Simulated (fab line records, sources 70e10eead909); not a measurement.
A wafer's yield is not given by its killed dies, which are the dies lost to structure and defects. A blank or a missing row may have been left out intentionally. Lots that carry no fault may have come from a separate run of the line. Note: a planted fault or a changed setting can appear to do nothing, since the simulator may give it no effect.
What tool caused it?    flow nand_harc    38 wafers from 13 lots sampled at 6 of the route's 1159 steps

WHAT EACH GAUGE READ, for each wafer
NHARC_END_SORT_01.
lot   measured      on         defect_limited_yield (%)  killed_at_array  killed_at_other  killed_at_periphery  killed_dies  killed_open  killed_short  sort_bin_2_pct (%)  sort_bin_3_pct (%)  sort_bin_4_pct (%)  sort_n_pass  sort_rim_yield_pct (%)  sort_yield_pct (%)
L108  day 22 03:26  prober-01  96.3 95.0 95.0            22 31 32         1 1 0            2 2 2                25 34 34     5 4 2        0 2 3         1.2 1.3 1.3         0.15 0.44 0.30      2.4 3.2 3.4         652 643 643  96.2 100.0 97.2         96.3 95.0 95.0
L106  day 23 06:07  prober-01  97.8                      14               0                1                    15           2            2             0.9                 0.15                1.2                 662          97.2                    97.8
L111  day 23 17:20  prober-01  92.3 94.7 93.4            46 28 39         0 0 0            6 8 6                52 36 45     5 1 1        1 1 2         2.4 2.7 1.6         0.44 0.15 0.59      4.9 2.5 4.4         625 641 632  98.1 100.0 96.2         92.3 94.7 93.4

EACH LOT AND THE TOOL THAT RAN IT (in order: tool; ch and the chambers of the sampled wafers; start)
lot   NHARC_A_M1_PVD_20                        NHARC_A_M1_ECD_22               NHARC_A_M1_ANNEAL_31              NHARC_A_M1_CMP_23              NHARC_A_M1_PRE_CLEAN_32
L995  pvd_sputter-01, day 18 11:10 or earlier  ecd_cu-01 ch 0,1, day 18 11:10  rtp_anneal-02 ch 0, day 18 11:41  cmp-03 ch 0,2,3, day 18 12:02  pecvd-04 ch 0,1, day 18 14:43
L101  pvd_sputter-01, day 19 10:58 or earlier  ecd_cu-02 ch 0,1, day 19 10:58  rtp_anneal-02 ch 0, day 19 11:23  cmp-03 ch 0,1,2, day 19 11:41  pecvd-01 ch 0,1, day 19 12:14
L102  pvd_sputter-02, day 20 04:16 or earlier  ecd_cu-02 ch 0, day 20 04:16    rtp_anneal-01 ch 0, day 20 04:41  cmp-02 ch 2,3, day 20 05:04    pecvd-01 ch 2, day 20 05:32
L105  pvd_sputter-03, day 20 14:17 or earlier  ecd_cu-02 ch 0,1, day 20 14:17  rtp_anneal-02 ch 0, day 20 14:44  cmp-01 ch 1,3, day 20 15:02    pecvd-02 ch 1,2, day 20 15:35
L108  pvd_sputter-02, day 20 18:37 or earlier  ecd_cu-01 ch 0,1, day 20 18:37  rtp_anneal-01 ch 0, day 20 19:04  cmp-03 ch 2,3, day 20 19:17    pecvd-02 ch 0,1,2, day 20 19:50
L107  pvd_sputter-02, day 21 13:44 or earlier  ecd_cu-01 ch 0,1, day 21 13:44  rtp_anneal-01 ch 0, day 21 14:11  cmp-03 ch 0,1, day 21 14:28    pecvd-01 ch 1,2, day 21 15:01
L106  pvd_sputter-01, day 21 14:32 or earlier  ecd_cu-01 ch 0,1, day 21 14:32  rtp_anneal-01 ch 0, day 21 14:53  cmp-01 ch 0,1, day 21 15:07    pecvd-04 ch 1,2, day 21 15:56
L109  pvd_sputter-03, day 22 06:35 or earlier  ecd_cu-01 ch 0,1, day 22 06:35  rtp_anneal-02 ch 0, day 22 06:58  cmp-03 ch 0,2,3, day 22 07:21  pecvd-04 ch 0,1,2, day 22 07:52
L111  pvd_sputter-01, day 22 10:47 or earlier  ecd_cu-01 ch 0,1, day 22 10:47  rtp_anneal-02 ch 0, day 22 11:13  cmp-03 ch 0,1,3, day 22 11:34  pecvd-04 ch 0,2, day 22 12:04
L114  pvd_sputter-03, day 23 02:30 or earlier  ecd_cu-01 ch 1, day 23 02:30    rtp_anneal-01 ch 0, day 23 02:56  cmp-03 ch 1,2, day 23 03:14    pecvd-01 ch 0,1,2, day 23 03:46
L113  pvd_sputter-03, day 23 08:28 or earlier  ecd_cu-01 ch 0,1, day 23 08:28  rtp_anneal-02 ch 0, day 23 08:49  cmp-02 ch 0,1,3, day 23 09:07  pecvd-01 ch 0,1, day 23 09:36
L116  pvd_sputter-03, day 23 13:09 or earlier  ecd_cu-01 ch 0,1, day 23 13:09  rtp_anneal-01 ch 0, day 23 13:37  cmp-01 ch 0,1,3, day 23 13:58  pecvd-02 ch 0,2, day 23 14:28
L117  pvd_sputter-01, day 23 14:00 or earlier  ecd_cu-01 ch 0,1, day 23 14:00  rtp_anneal-01 ch 0, day 23 14:23  cmp-03 ch 0,1,3, day 23 14:43  pecvd-01 ch 1,2, day 23 15:16
- NHARC_A_M1_PVD_20: deposits TaN, target thk 5 nm, time 8.06 s.
- NHARC_A_M1_ECD_22: material Cu, target thk 400 nm.
- NHARC_A_M1_ANNEAL_31: time 90 s.
- NHARC_A_M1_CMP_23: polishes, t overpolish 20 s, target thk 154.34 nm.
- NHARC_A_M1_PRE_CLEAN_32: time 12 s.

AS READ BY THE TOOLS THEMSELVES (means over the sampled wafers that have a number; for cases with no such wafer, the mark the record gives instead)
NHARC_A_M1_PVD_20.
lot   tool            cathode_dc_power_W (W)  throttle_valve_pct (%)
L995  pvd_sputter-01  15001                   30.6
L101  pvd_sputter-01  15001                   30.9
L102  pvd_sputter-02  14999                   31.8
L105  pvd_sputter-03  14998                   29.5
L108  pvd_sputter-02  15001                   30.6
L107  pvd_sputter-02  15000                   30.7
L106  pvd_sputter-01  14999                   30.9
L109  pvd_sputter-03  15001                   29.5
L111  pvd_sputter-01  15000                   30.9
L114  pvd_sputter-03  15000                   28.5
L113  pvd_sputter-03  15000                   28.6
L116  pvd_sputter-03  15002                   29.3
L117  pvd_sputter-01  15001                   30.6

NHARC_A_M1_ANNEAL_31.
lot   tool           wafer_temp_C_max
L995  rtp_anneal-02  225.61
L101  rtp_anneal-02  225.56
L102  rtp_anneal-01  226.22
L105  rtp_anneal-02  225.83
L108  rtp_anneal-01  226.10
L107  rtp_anneal-01  225.72
L106  rtp_anneal-01  225.73
L109  rtp_anneal-02  225.87
L111  rtp_anneal-02  225.65
L114  rtp_anneal-01  225.84
L113  rtp_anneal-02  225.49
L116  rtp_anneal-01  225.68
L117  rtp_anneal-01  225.88

NHARC_A_M1_CMP_23.
lot   tool    motor_current_A (A)  time_to_endpoint_s (s)
L995  cmp-03  12.0                 26.7
L101  cmp-03  12.2                 27.3
L102  cmp-02  11.5                 22.2
L105  cmp-01  11.7                 24.7
L108  cmp-03  12.4                 29.8
L107  cmp-03  12.0                 31.8
L106  cmp-01  11.8                 27.0
L109  cmp-03  12.3                 25.8
L111  cmp-03  12.3                 27.0
L114  cmp-03  11.8                 28.3
L113  cmp-02  12.4                 30.1
L116  cmp-01  11.6                 30.1
L117  cmp-03  12.4                 23.8

NHARC_A_M1_PRE_CLEAN_32.
lot   tool      heater_power_w (W)  susceptor_temp_C (C)
L995  pecvd-04  571                 370.12
L101  pecvd-01  614                 369.97
L102  pecvd-01  518                 370.12
L105  pecvd-02  727                 369.98
L108  pecvd-02  723                 370.20
L107  pecvd-01  553                 369.96
L106  pecvd-04  698                 370.13
L109  pecvd-04  582                 369.99
L111  pecvd-04  671                 369.96
L114  pecvd-01  572                 370.16
L113  pecvd-01  550                 369.75
L116  pecvd-02  735                 370.02
L117  pecvd-01  579                 370.18

THE ANSWER, worked out from the rows above alone
Rule: the lots themselves supply what counts as usual. Put in order of their means at a reading, lots are off if they are a third of the lots or fewer, leave a main group of 4 or more, and stand apart from it by a gap of 3 or more times the standard deviation of the main group's means; of several such gaps the widest counts. Not used: any main group whose means are identical at the precision the tables above print for the reading. Also off: a lot with no number at a reading for which 4 or more lots have one. Any other lot the step has rows for is counted as sound. Order of review: gauges by route order, followed by the tools' own readings, for which a lot's mean as printed above is used. The first step at which some lot is off is used, and at that step the reading that is off furthest; a lot without a number counts as furthest.
Across all readings shown, no lot is off: no conclusion can be drawn from this.

WHAT THE SIMULATOR HAD PUT IN
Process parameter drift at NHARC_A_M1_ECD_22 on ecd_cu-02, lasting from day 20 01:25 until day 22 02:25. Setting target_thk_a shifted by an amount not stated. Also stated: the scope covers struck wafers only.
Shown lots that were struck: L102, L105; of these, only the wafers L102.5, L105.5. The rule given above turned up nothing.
